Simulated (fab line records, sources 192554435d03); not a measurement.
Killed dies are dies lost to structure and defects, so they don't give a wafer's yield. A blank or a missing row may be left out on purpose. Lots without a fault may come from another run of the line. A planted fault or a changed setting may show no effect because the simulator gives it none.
A struck lot beside a sound one | flow n5_finfet | 36 steps out of a route of 1938
Sound: wafers L588.1, L588.3, L588.5. Struck: wafer L602.4. (L602.2 of the same lot was not struck and is left out.) The cause comes at the end.
At each step with rows: each side's tool, then ch and its chambers, then its first start. Under that, the readings that differ: sound wafers | struck wafers | difference of the means | sigmas: that difference in standard deviations of wafers without a fault.
alike: readings whose means differ by less than 2 such deviations, and words and numbers that are the same on both sides. not compared: withheld readings, readings that some wafer has no value for, bounds like >300 that may hide the same value, and numbers for which the record gives no deviation and whose values overlap.
The two part at a step that has a row with sigmas, a row that says differs or no value, or rows on one side only. Numbers that don't overlap but have no deviation are shown without sigmas and don't part them. A reading that every wafer of one side lacks parts them only if that side has two wafers or more.

first, 8 steps without rows for these wafers: N5_BEOL_M7_SPUTTER_48 (material Cu, target thk 10 nm, time 1.667 s); N5_BEOL_M7_ECD_50 (material Cu, target thk 300 nm); N5_BEOL_M7_ANNEAL_51 (time 90 s); N5_BEOL_M7_CMP_52 (polishes, stops on SiCOH lowk, t overpolish 6.9 s, target thk 80 nm); N5_BEOL_M7_PRE_CLEAN_55 (time 15 s); N5_BEOL_M7_DEP_56 (deposits SiCN from 3MS/NH3, target thk 10 nm, time 17.5 s); N5_BEOL_M8_ILD_DEP_00 (deposits SiCOH lowk from DEMS/porogen, target thk 179.75 nm, time 33.4 s); N5_BEOL_M8_CURE_74 (cures SiCOH lowk, time 240 s).
N5_BEOL_M8_PECVD_70: deposits SiO2 from TEOS/O2, target thk 20 nm, time 22.7 s.
  sound on pecvd-02 ch 0,1,2, day 10 08:04; struck on pecvd-02 ch 0, day 13 11:53
  reading                                    | sound        | struck | difference | sigmas
  model.SiO2_of_BEOL_M8_PECVD_70.thk_nm (nm) | 19.8 19.6 20 | 29.6   | +9.8       |
  alike: heater_power_w, showerhead_plenum_p_Torr, throttle_valve_pct
then, 25 steps without rows for these wafers: N5_BEOL_M8_HM_DEP_02 (deposits TiN, target thk 20 nm); N5_BEOL_M8_COAT_59 (time 60 s, resist thk 100 nm); N5_BEOL_M8_COAT_60 (time 60 s, resist thk 35 nm); N5_BEOL_M8_COAT_05 (resist thk 90 nm); N5_BEOL_M8_EBR_07; N5_BEOL_M8_SOFTBAKE_06 (time 60 s); N5_BEOL_M8_EXPOSE_08 (exposes mask M8); N5_BEOL_M8_PEB_09 (peb time 60 s); N5_BEOL_M8_DEVELOP_10 (develop time 30 s); N5_BEOL_M8_DESCUM_16 (chemistry O2, time 7.9 s); N5_BEOL_M8_ETCH_61 (etches SiARC in CF4, target depth 45.5 nm, time 75.8 s); N5_BEOL_M8_ETCH_62 (etches SOC in N2/H2, target depth 110 nm, overetch 22 nm, time 165 s); N5_BEOL_M8_STRIP_68 (strips in N2/H2); N5_BEOL_M8_STRIP_67 (strips in CF4); N5_BEOL_M8_HM_OPEN_17 (chemistry Cl2/BCl3, target TiN, target depth 20 nm, overetch 6 nm); N5_BEOL_M8_STRIP_19 (strips in O2); N5_BEOL_M8_COAT_63 (time 60 s, resist thk 60 nm); N5_BEOL_M8_COAT_64 (time 60 s, resist thk 12 nm); N5_BEOL_M8_COAT_71 (time 60 s, resist thk 5 nm); N5_BEOL_M8_COAT_22 (resist thk 30 nm); N5_BEOL_M8_EBR_24; N5_BEOL_M8_SOFTBAKE_23 (time 60 s); N5_BEOL_M8_EXPOSE_25 (exposes mask V7, target cd 40 nm); N5_BEOL_M8_PEB_26 (peb time 60 s); N5_BEOL_M8_DEVELOP_27 (develop time 30 s).
N5_BEOL_M8_HM_STRIP_39: strips TiN in peroxide tin strip, target depth 25 nm, time 158 s.
  sound on wet_bench-06 ch 2,3,5, day 10 13:20; struck on wet_bench-01 ch 0, day 13 15:15
  reading                                    | sound          | struck | difference | sigmas
  model.SiO2_of_BEOL_M8_PECVD_70.thk_nm (nm) | 19.6 19.6 19.8 | 29.4   | +9.7       |
N5_BEOL_M8_CMP_52: polishes, stops on SiCOH lowk, t overpolish 6.9 s, target thk 80 nm.
  sound on cmp-01 ch 0,2, day 10 15:40; struck on cmp-02 ch 2, day 13 19:01
  reading                      | sound          | struck | difference | sigmas
  barrier_field_endpoint_s (s) | 29.1 29.4 28.9 | 41.5   | +12.4      | +21
  alike: edge_zone_pressure_frac, motor_current_A
  not compared: pad_life_wafers

WHERE THEY PART
Only at N5_BEOL_M8_CMP_52, within this record.

WHY: what the simulator had put in
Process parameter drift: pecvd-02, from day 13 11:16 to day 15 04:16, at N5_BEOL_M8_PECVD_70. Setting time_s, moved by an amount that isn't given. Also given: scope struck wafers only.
